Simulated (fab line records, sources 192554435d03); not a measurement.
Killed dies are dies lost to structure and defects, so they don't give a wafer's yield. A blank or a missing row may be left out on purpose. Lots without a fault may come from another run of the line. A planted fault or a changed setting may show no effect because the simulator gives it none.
Chamber matching | flow n5_finfet | N5_ZERO_LAYER_PECVD_02 on pecvd-03: 3 sister chambers
The step deposits SiO2 from SiH4/N2O, target thk 10 nm, time 6 s. 6 wafers are shown with their chamber, then 11 later ones without.

WAFERS WITH THEIR CHAMBER
wafer  | chamber | showerhead_plenum_p_Torr (Torr) | heater_power_w (W)
L085.2 | 2       | 8.10                            | 699
L087.2 | 1       | 8.26                            | 619
L087.3 | 2       | 8.15                            | 715
L089.5 | 0       | 8.13                            | 856
L089.6 | 1       | 8.26                            | 719
L090.2 | 0       | 8.13                            | 813

WAFERS WITHOUT THEIR CHAMBER
wafer  | showerhead_plenum_p_Torr (Torr) | heater_power_w (W)
L090.3 | 8.11                            | 689
L090.5 | 8.13                            | 790
L093.3 | 8.14                            | 634
L093.5 | 8.14                            | 776
L093.6 | 8.24                            | 737
L095.1 | 8.14                            | 696
L095.2 | 8.13                            | 904
L095.4 | 8.29                            | 665
L096.1 | 8.28                            | 667
L096.5 | 8.25                            | 650
L096.6 | 8.15                            | 909

WHICH CHAMBER EACH WENT THROUGH
wafer  | from the rows above     | in truth
L090.3 | 2                       | 2
L090.5 | can't be placed: 0 or 2 | 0
L093.3 | 2                       | 2
L093.5 | can't be placed: 0 or 2 | 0
L093.6 | 1                       | 1
L095.1 | 2                       | 2
L095.2 | 0                       | 0
L095.4 | 1                       | 1
L096.1 | 1                       | 1
L096.5 | 1                       | 1
L096.6 | 0                       | 0
Placed correctly: 9 of 11. Can't be placed from these rows: 2 (the true chamber is among the candidates in 2). Placed wrongly: 0.
How it was worked out, from the rows above alone: a wafer's distance from a chamber is the root of the sum, over the readings, of the square of ((its reading less the chamber's mean) divided by the reading's scatter). The wafer belongs to the nearest chamber; if the next one is less than 2 further off, it can't be placed. A chamber's mean is the mean of its shown wafers. The scatter: the root of (the sum of the squares of (reading less its chamber's mean) over the shown wafers, divided by (wafers less chambers)).
